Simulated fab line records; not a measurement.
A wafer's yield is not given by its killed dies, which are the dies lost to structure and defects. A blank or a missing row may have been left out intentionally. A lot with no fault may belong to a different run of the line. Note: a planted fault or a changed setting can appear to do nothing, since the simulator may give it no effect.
Which tool is to blame?	flow nand_harc	6 lots, 18 wafers sampled, at 5 steps of a route of 1302

## WHAT THE GAUGES SHOWED, per wafer
NHARC_END_SORT_01.
lot	measured	on	killed_at_array
L282	day 33 11:46	prober-02	53 52 657
L283	day 33 20:57	prober-01	68 646 668

## EACH LOT AND THE TOOL THAT RAN IT (in order: tool; ch and the chambers of the sampled wafers; start)
lot	NHARC_A_CHANNEL_HOLE_D2_ETCH_24	NHARC_A_CHANNEL_HOLE_D2_STRIP_28	NHARC_A_CHANNEL_HOLE_D2_XSEM_32	NHARC_A_CHANNEL_FILL_D2_ETCHBACK_20
L263	har_etch-02 ch 0,1, day 14 12:11	rie_diel-06 ch 0,1, day 14 15:40 or earlier	xsem-01 ch 0, day 14 15:40	rie_diel-03 ch 1,2,3, day 15 21:32
L266	har_etch-01 ch 0, day 15 03:06	rie_diel-07 ch 2,3, day 15 06:36 or earlier	xsem-01 ch 0, day 15 06:36	rie_diel-03 ch 0,1,2, day 16 07:09
L270	har_etch-01 ch 0,1, day 17 10:59	rie_diel-10 ch 0,1,3, day 17 14:05 or earlier	xsem-01 ch 0, day 17 14:05	rie_diel-03 ch 1,2,3, day 18 15:17
L275	har_etch-02 ch 0,1, day 19 06:12	rie_diel-10 ch 0,2, day 19 09:40 or earlier	xsem-02 ch 0, day 19 09:40	rie_diel-03 ch 0,1, day 20 12:01
L282	har_etch-01 ch 0,1, day 22 04:03	rie_diel-10 ch 1,2,3, day 22 07:32 or earlier	xsem-02 ch 0, day 22 07:32	rie_diel-03 ch 0,1,3, day 23 09:45
L283	har_etch-01 ch 0,1, day 22 19:49	rie_diel-07 ch 0,2,3, day 22 23:19 or earlier	xsem-01 ch 0, day 22 23:19	rie_diel-03 ch 0,1,2, day 23 23:53
- NHARC_A_CHANNEL_HOLE_D2_ETCH_24: etches the open film in C4F8/O2/Ar, time 906.2 s, target depth 1500 nm.
- NHARC_A_CHANNEL_HOLE_D2_STRIP_28: strips in O2.
- NHARC_A_CHANNEL_HOLE_D2_XSEM_32
- NHARC_A_CHANNEL_FILL_D2_ETCHBACK_20: etches the open film in C4F8/O2/Ar, target depth 27 nm, time 13.5 s.

## THE ANSWER, worked out from the rows above alone
Rule: the lots themselves supply what counts as usual. Put in order of their means at a reading, lots are off if they are a third of the lots or fewer, leave a main group of 4 or more, and stand apart from it by a gap of 3 or more times the standard deviation of the main group's means; of several such gaps the widest counts. The tables above print the reading to a certain number of digits; a main group whose means all agree to those digits is not used. Also off: a lot with no number at a reading for which 4 or more lots have one. All remaining lots with rows at the step are treated as sound.
Across all readings shown, no lot is off: no conclusion can be drawn from this.

## WHAT THE SIMULATOR PUT IN
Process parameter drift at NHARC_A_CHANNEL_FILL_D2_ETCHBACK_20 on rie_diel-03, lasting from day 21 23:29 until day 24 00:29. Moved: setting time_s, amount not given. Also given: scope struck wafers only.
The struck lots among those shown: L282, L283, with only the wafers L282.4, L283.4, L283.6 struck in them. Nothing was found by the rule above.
